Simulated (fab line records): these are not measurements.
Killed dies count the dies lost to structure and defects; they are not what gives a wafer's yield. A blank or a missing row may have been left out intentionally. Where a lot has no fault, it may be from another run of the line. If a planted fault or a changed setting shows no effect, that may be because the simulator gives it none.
A lot that was struck, set against a sound lot + flow n5-finfet + 15 out of 1938 route steps
Sound: the wafers L711.1, L711.3, L711.4. Struck: wafers L718.3, L718.4. (L718.5 of the same lot was not struck and is left out.) The cause comes at the end.
For every step that has rows: the tool of each side, followed by ch and its chambers, followed by its first start. Under that, the readings that differ: sound wafers + struck wafers + difference of the means + sigmas: that difference in standard deviations of wafers without a fault.
alike: same words and numbers on both sides, and readings whose means sit less than 2 such deviations apart. not compared: any withheld reading, any reading some wafer has no value for, any bound like >300 that may hide the same value, and any number with overlapping values for which the record gives no deviation.
Wherever a step has rows on one side only, a row that says differs or no value, or a row with sigmas, the two part there. Non-overlapping numbers with no deviation appear without sigmas and do not part them. A reading that every wafer of one side lacks parts them only if that side has two wafers or more.

first, 6 steps without rows for these wafers: N5_BEOL_M2_COAT_22 (resist thk 30 nm); N5_BEOL_M2_EBR_24; N5_BEOL_M2_SOFTBAKE_23 (time 60 s); N5_BEOL_M2_EXPOSE_25 (exposes mask V1, defocus 5 nm); N5_BEOL_M2_PEB_26 (peb time 60 s); N5_BEOL_M2_DEVELOP_27 (develop time 30 s).
N5_BEOL_M2_CD_MEAS_28: target cd 26.2 nm, target cd y 24.1 nm.
  sound on cd-sem-02 ch 0, day 7 10:02; struck on cd-sem-03 ch 0, day 9 18:11
  alike: cd-nm
N5_BEOL_M2_OVL_MEAS_29:
  sound on overlay-02 ch 0, day 7 10:04; struck on overlay-02 ch 0, day 9 18:14
  alike: V1_OVL
N5_BEOL_M2_INSPECT_30: inspects for defects (brightfield).
  struck on defect-inspect-02, day 9 18:17; sound on defect-inspect-02, day 7 10:07
  alike: raw-defect-count
N5_BEOL_M2_DESCUM_33: chemistry O2, time 7 s.
  sound on rie-diel-05 ch 0,2,3, day 7 10:10; struck on rie-diel-05 ch 1,2, day 9 18:19
  alike: drypump-motor-current-A, oes-product-au, rf-vpp-V, showerhead-plenum-p-Torr, throttle-valve-pct
  not compared: rf-hours-counter-h
N5_BEOL_M2_ETCH_77: etches underlayer in N2/H2, target depth 6.5 nm, time 5.2 s.
  sound on rie-diel-05 ch 0,2,3, day 7 10:11; struck on rie-diel-05 ch 1,2, day 9 18:20
  alike: bias-w, drypump-motor-current-A, etch-rf-on-time-s, oes-product-au, rf-vpp-V, showerhead-plenum-p-Torr, throttle-valve-pct
  not compared: rf-hours-counter-h
N5_BEOL_M2_ETCH_69: etches SiARC in CF4, target depth 15.6 nm, time 26 s.
  sound on rie-diel-05 ch 0,2,3, day 7 10:13; struck on rie-diel-05 ch 1,2, day 9 18:22
  alike: bias-w, drypump-motor-current-A, etch-rf-on-time-s, oes-product-au, rf-vpp-V, showerhead-plenum-p-Torr, throttle-valve-pct
  not compared: rf-hours-counter-h
N5_BEOL_M2_ALD_98: deposits SiO2, target thk 2.5 nm, pulse time 1 s, co reactant pulse time 1 s.
  sound on ald-sin-03 ch 0,1,3, day 7 10:58; struck on ald-sin-01 ch 1,3, day 9 18:34
| reading                                  | sound       | struck  | difference | sigmas |
|------------------------------------------|-------------|---------|------------|--------|
| ald-cycles                               | 17 17 17    | 25 25   | +8         |        |
| model.SiO2_of_BEOL_M2_ALD_98.thk-nm (nm) | 2.6 2.6 2.6 | 3.6 3.6 | +1.0       |        |
  alike: heater-power-w, precursor-pulse-height-rel
N5_BEOL_M2_ETCHBACK_99: etches SiO2 in CHF3, target depth 5 nm, time 10.4 s.
  sound on rie-diel-02 ch 1,2,3, day 8 00:40; struck on rie-diel-04 ch 0,3, day 10 05:35
  alike: bias-w, drypump-motor-current-A, oes-product-au, rf-vpp-V, showerhead-plenum-p-Torr, throttle-valve-pct
  not compared: rf-hours-counter-h
N5_BEOL_M4_RC_MEAS_101:
  sound on prober-01 ch 0, day 9 21:03; struck on prober-01 ch 0, day 12 02:35
  alike: DIBL_N, DIBL_P, IOFF_N, IOFF_P, ION_N, ION_P, SS_N, SS_P, VT_N, VT_P

== WHERE THEY PART ==
Nowhere in this record.

WHY: what had been put in by the simulator
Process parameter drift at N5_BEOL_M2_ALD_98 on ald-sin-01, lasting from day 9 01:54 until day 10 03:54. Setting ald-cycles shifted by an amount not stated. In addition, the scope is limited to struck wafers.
